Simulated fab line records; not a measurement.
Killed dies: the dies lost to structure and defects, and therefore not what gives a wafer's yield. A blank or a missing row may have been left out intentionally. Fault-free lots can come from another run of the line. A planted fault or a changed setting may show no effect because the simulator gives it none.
2 desks looking at one fault ; flow nand_harc ; each desk holds nothing but its own numbers, with what lay behind them at the end

== FROM THE METROLOGY DESK ==
Lot by lot, what the gauges showed, no matter which tool ran the lot: averages of those sampled wafers that carry a number. The brackets show how far a lot's mean lies from the usual mean; more than 4 standard deviations puts the lot out of limits, marked OUT.
Columns: A = cd_nm at NHARC_P_M0_CD_MEAS_16, usual 90.0 nm; B = cd_nm at NHARC_P_M1_CD_MEAS_09, usual 130.0 nm
lot;first seen here;A;B
L432;day 6 10:10;91.9;130.0
L431;day 6 10:55;90.7;131.2
L433;day 6 23:54;88.8;131.0
L437;day 8 15:28;88.9;130.2
L438;day 8 19:51;91.5;129.6
L443;day 11 11:34;89.2;121.9 (-8.7) OUT
L445;day 12 04:19;88.4;122.0 (-8.5) OUT
L448;day 13 14:21;89.5;130.1
L449;day 13 23:01;88.9;130.5
L451;day 14 09:22;88.8;130.3
L452;day 14 21:02;90.0;130.6
L453;day 15 06:35;89.9;128.8
L454;day 15 11:29;92.3;130.3
This desk's verdict: out of limits on L443, L445, starting with L443 at day 11 15:07 (cd_nm at NHARC_P_M1_CD_MEAS_09). In limits: L432, L431, L433, L437, L438, L448, L449, L451, L452, L453, L454.

== TOOL OWNER'S DESK, litho_track-06 ==
The tool's own readings at NHARC_P_M1_PEB_07 (peb time 65 s): means of the sampled wafers that have a number, for each lot that ran on this tool. The brackets show how far a lot's mean lies from the usual mean; more than 4 standard deviations puts the lot out of limits, marked OUT.
Columns: A = heater_power_total_W at NHARC_P_M1_PEB_07, usual 156.7 W
lot;first seen here;A
L433;day 7 03:23;156.4
L438;day 8 23:19;156.8
L443;day 11 15:02;176.2 (+49) OUT
L445;day 12 07:50;175.9 (+48) OUT
L453;day 15 10:06;157.0
L454;day 15 14:59;157.0
This desk's verdict: out of limits on L443, L445, starting with L443 at day 11 15:02 (heater_power_total_W at NHARC_P_M1_PEB_07). In limits: L433, L438, L453, L454.

== ALL TOGETHER ==
An alarm could have come from the tool owner's desk at day 11 15:02, on L443, L445.
At day 11 15:07 the metrology desk could have sounded an alarm, on L443, L445.
The lots listed all ran NHARC_P_M1_PEB_07 on litho_track-06.

== WHAT WAS PUT IN BY THE SIMULATOR ==
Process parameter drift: litho_track-06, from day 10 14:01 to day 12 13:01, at NHARC_P_M1_PEB_07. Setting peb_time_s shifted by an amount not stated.
Lots struck among those shown: L443, L445.
Time in hours from fault onset to the first out-of-limits reading at each desk: tool owner's desk 25, metrology desk 25.
